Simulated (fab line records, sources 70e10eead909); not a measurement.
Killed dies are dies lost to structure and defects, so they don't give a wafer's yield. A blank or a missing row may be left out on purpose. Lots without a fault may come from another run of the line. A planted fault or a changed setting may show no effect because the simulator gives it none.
Chamber matching | flow nand_harc | NHARC_A_M1_PRE_CLEAN_32 on pecvd-03: 3 sister chambers
The step time 12 s. 3 wafers are shown with their chamber, then 8 later ones without.

WAFERS WITH THEIR CHAMBER
wafer  | chamber | heater_power_w (W)
L084.3 | 1       | 621
L086.2 | 0       | 613
L091.1 | 2       | 793

WAFERS WITHOUT THEIR CHAMBER
wafer  | heater_power_w (W)
L091.2 | 605
L091.3 | 693
L090.1 | 631
L090.3 | 683
L090.4 | 693
L096.1 | 746
L096.3 | 785
L096.4 | 623

WHICH CHAMBER EACH WENT THROUGH
wafer  | from the rows above          | in truth
L091.2 | can't be placed: 0 or 1      | 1
L091.3 | can't be placed: 1 or 0 or 2 | 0
L090.1 | can't be placed: 1 or 0      | 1
L090.3 | can't be placed: 1 or 0 or 2 | 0
L090.4 | can't be placed: 1 or 0 or 2 | 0
L096.1 | can't be placed: 2 or 1 or 0 | 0
L096.3 | 2                            | 2
L096.4 | can't be placed: 1 or 0      | 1
Placed correctly: 1 of 8. Can't be placed from these rows: 7 (the true chamber is among the candidates in 7). Placed wrongly: 0.
How it was worked out, from the rows above alone: a wafer's distance from a chamber is the root of the sum, over the readings, of the square of ((its reading less the chamber's mean) divided by the reading's scatter). The wafer belongs to the nearest chamber; if the next one is less than 2 further off, it can't be placed. A chamber's mean is the mean of its shown wafers. The scatter: with one shown wafer a chamber, the root of the mean of the squares of how far each hidden wafer lies from its nearest shown one.
